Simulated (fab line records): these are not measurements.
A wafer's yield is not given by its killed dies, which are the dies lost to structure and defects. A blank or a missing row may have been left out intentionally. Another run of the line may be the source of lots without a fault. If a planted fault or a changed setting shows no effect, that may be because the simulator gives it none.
A lot that was struck, set against a sound lot	flow n5 finfet	14 steps out of a route of 1938
Sound: the wafers L289.3, L289.5, L289.6. Struck: wafers L297.1, L297.3 (left out: L297.2, a lot-mate that was not struck); the cause follows at the end.
At each step with rows: each side's tool, then ch and its chambers, then its first start. Under that, the readings that differ: sound wafers	struck wafers	difference of the means	sigmas: that difference in standard deviations of wafers without a fault.
alike: readings with means less than 2 such deviations apart, plus words and numbers identical on both sides. not compared: withheld readings, readings lacking a value on some wafer, bounds such as >300 that could conceal the same value, and numbers that have no deviation in the record and whose values overlap.
Wherever a step has rows on one side only, a row that says differs or no value, or a row with sigmas, the two part there. When numbers do not overlap yet have no deviation, they are printed without sigmas and do not part them. A reading that every wafer of one side lacks parts them only if that side has two wafers or more.

first, 2 steps without rows for these wafers: N5_MOL_CONTACT_COAG_CONTACT_ETCH_14 (etches SiO2 in C4F6/O2, target depth 27.5 nm, overetch 8.5 nm, time 20 s); N5_MOL_CONTACT_COAG_STRIP_109 (strips in C4F6/O2).
N5_MOL_CONTACT_COAG_ETCH_15: etches SiNx in CH3F/O2, stops on Si:P, target depth 7 nm.
  sound on rie diel-01 ch 0,3, day 5 22:34; struck on rie diel-01 ch 2,3, day 8 01:20
  alike: bias w, drypump motor current A, oes_o_777_au, oes product au, rf vpp V, showerhead plenum p Torr, throttle valve pct
  not compared: rf hours counter h
N5_MOL_CONTACT_COAG_ETCH_110: etches Si in CF4/O2, target depth 2.5 nm, time 8 s.
  sound on rie diel-01 ch 0,3, day 5 22:37; struck on rie diel-01 ch 2,3, day 8 01:24
  alike: bias w, drypump motor current A, oes_o_777_au, oes product au, rf vpp V, showerhead plenum p Torr, throttle valve pct
  not compared: rf hours counter h
then, 1 step without rows for these wafers: N5_MOL_CONTACT_COAG_STRIP_98 (strips in N2/H2).
N5_MOL_CONTACT_COAG_CD_MEAS_99 targets a cd of 17.2 nm.
  sound: cd sem-03 at day 5 22:44; struck: cd sem-02 at day 8 01:31
  alike: cd nm
then, 2 steps without rows for these wafers: N5_MOL_CONTACT_COAG_IMPLANT_129; N5_MOL_CONTACT_COAG_PRECLEAN_111 (cleans in NF3:NH3, afs cycles 1, time 20 s, sublimation time 60 s).
N5_MOL_CONTACT_COAG_TI_SIL_19: material Ti, target thk 4.2 nm, time 15 s.
  sound: pvd sputter-03 at day 5 23:15; struck: pvd sputter-01 at day 8 02:34
  alike: throttle valve pct
N5_MOL_CONTACT_COAG_ALD_20: deposits TiN, target thk 1.5 nm, pulse time 1 s, purge time 3 s.
  sound on ald metal-01 ch 1,2, day 5 23:22; struck on ald metal-01 ch 1,2, day 8 02:41
  alike: heater power w, precursor pulse height rel
then, 2 steps without rows for these wafers: N5_MOL_CONTACT_COAG_SIL_ANNEAL_21 (time 60 s); N5_MOL_CONTACT_COAG_PRE_CLEAN_141 (time 60 s).
N5_MOL_CONTACT_COAG_SPUTTER_143: material Co, target thk 2.5 nm.
  sound: pvd sputter-01 at day 6 00:31; struck: pvd sputter-01 at day 8 03:34
reading	sound	struck	difference	sigmas
model.Co_of_MOL_CONTACT_COAG_SPUTTER_143.thk nm (nm)	2.4 2.4 2.4	1.8 1.6	-0.7	
  alike: throttle valve pct
N5_MOL_CONTACT_COAG_CO_FILL_22: material Co, precursor CCTBA/H2, target thk 20 nm.
  sound on cvd co-02 ch 0,2, day 6 00:56; struck on cvd co-02 ch 0,1, day 8 03:42
  alike: heater power w

WHERE THEY PART
Nowhere in this record.

WHY: whatever the simulator had introduced
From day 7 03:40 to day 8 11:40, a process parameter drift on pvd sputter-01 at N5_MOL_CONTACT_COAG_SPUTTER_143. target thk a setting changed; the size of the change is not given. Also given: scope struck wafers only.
